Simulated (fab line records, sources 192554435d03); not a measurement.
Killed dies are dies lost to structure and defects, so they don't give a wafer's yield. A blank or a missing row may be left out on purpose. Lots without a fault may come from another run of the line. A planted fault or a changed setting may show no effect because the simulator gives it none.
Problem report in the 8D (eight disciplines) form, filled by code | flow n5_finfet | the parts of the form that need people (team, actions taken, sign-off) are left out

1. THE PROBLEM
oes_product_au at N5_FIN_SAQP_MANDREL_ETCH_22 reads a mean of 0.308 a.u. on 6 wafers of 2 lots; wafers without a fault read 0.772 a.u. with a standard deviation of 0.012. That is -39 standard deviations from the usual mean.
The step: etches a-Si in HBr/Cl2, stops on SiNx, target depth 60 nm, bt time 10 s, time 30 s.
First seen on wafer L257.2, day 6 12:32, on rie_si-04. The record holds 25 wafers of 9 lots with a number at this step. Rule for "out", or "out of limits": more than 4 standard deviations from the usual mean. The other wafers with a number count as sound.

2. WHAT IT IS AND WHAT IT IS NOT
question                    | is                     | is not
which readings at this step | oes_product_au         | HBr_flow_sccm
which lots                  | L257, L258             | L239, L244, L245, L250, L255, L261, L262
which wafers of those lots  | all that have a number | -
read on which tools         | rie_si-01, rie_si-04   | rie_si-03
when                        | from day 6 12:32       | up to then (13 sound wafers); but 6 sound wafers of L261, L262 came after

3. SUSPECTS, AND WHAT RULES EACH OUT
Counting: a tool at a process step up to the reading stays a suspect if it ran every lot that is out and no sound lot after the first of them.
- rie_diel-01 at N5_FIN_SAQP_HM_OPEN_73 (chemistry CHF3/O2, target SiO2, stops on a-Si, target depth 12 nm, time 16.8 s): kept. It ran every lot that is out, first L257 (day 6 12:27), and no sound lot after that; its last sound lot up to then is L245 (day 3 09:45).
Left after counting: rie_diel-01 at N5_FIN_SAQP_HM_OPEN_73.

4. THE CAUSE (what the simulator had put in)
Skipped step whole: rie_diel-01, from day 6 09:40 on, at N5_FIN_SAQP_HM_OPEN_73. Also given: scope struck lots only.
Counting left only this tool.

5. THE CHAIN OF EFFECTS, in route order
Each row: a reading whose mean over the struck wafers that have a number lies more than 3 standard deviations from the usual. Only readings for which the record gives a usual standard deviation are gone through. hours: the time from each lot's start at the first step in this table that gives one to its start at this step, as a median over the lots. sigmas: the change in usual standard deviations.
hours | step                        | reading             | usual      | on struck wafers | change | sigmas
0     | N5_FIN_SAQP_MANDREL_ETCH_22 | oes_product_au      | 0.772 a.u. | 0.308            | -0.464 | -39
253   | N5_PASSIVATION_PROBE_49     | killed_at_front_end | 40         | 1107             | +1067  | +97
253   | N5_PASSIVATION_PROBE_49     | killed_dies         | 105        | 1180             | +1075  | +60
253   | N5_PASSIVATION_PROBE_49     | killed_on_rim       | 14         | 152              | +138   | +35
The process steps in it:
- N5_FIN_SAQP_MANDREL_ETCH_22: etches a-Si in HBr/Cl2, stops on SiNx, target depth 60 nm, bt time 10 s, time 30 s.
- N5_PASSIVATION_PROBE_49
Readings that are blank on the struck wafers while sound wafers have them: CHF3_flow_sccm at N5_FIN_SAQP_HM_OPEN_73; O2_flow_sccm at N5_FIN_SAQP_HM_OPEN_73; drypump_motor_current_A at N5_FIN_SAQP_HM_OPEN_73; oes_product_au at N5_FIN_SAQP_HM_OPEN_73; rf_vpp_V at N5_FIN_SAQP_HM_OPEN_73; showerhead_plenum_p_Torr at N5_FIN_SAQP_HM_OPEN_73; throttle_valve_pct at N5_FIN_SAQP_HM_OPEN_73; cd_nm at N5_FIN_SAQP_CD_MEAS_27.

6. WHAT WOULD HAVE CAUGHT IT SOONER
In this record the first reading out of limits was taken at day 6 12:32, 3 hours after the fault began at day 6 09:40.
At N5_FIN_SAQP_HM_OPEN_73 the tool's readings are blank on the struck wafers, where sound wafers have them: an empty tool record is the first sign, and it was there at once.
Of the lots that are out (2), L258 began N5_FIN_SAQP_HM_OPEN_73 on rie_diel-01 after day 6 12:32. A hold on the tool at that time would have spared it.
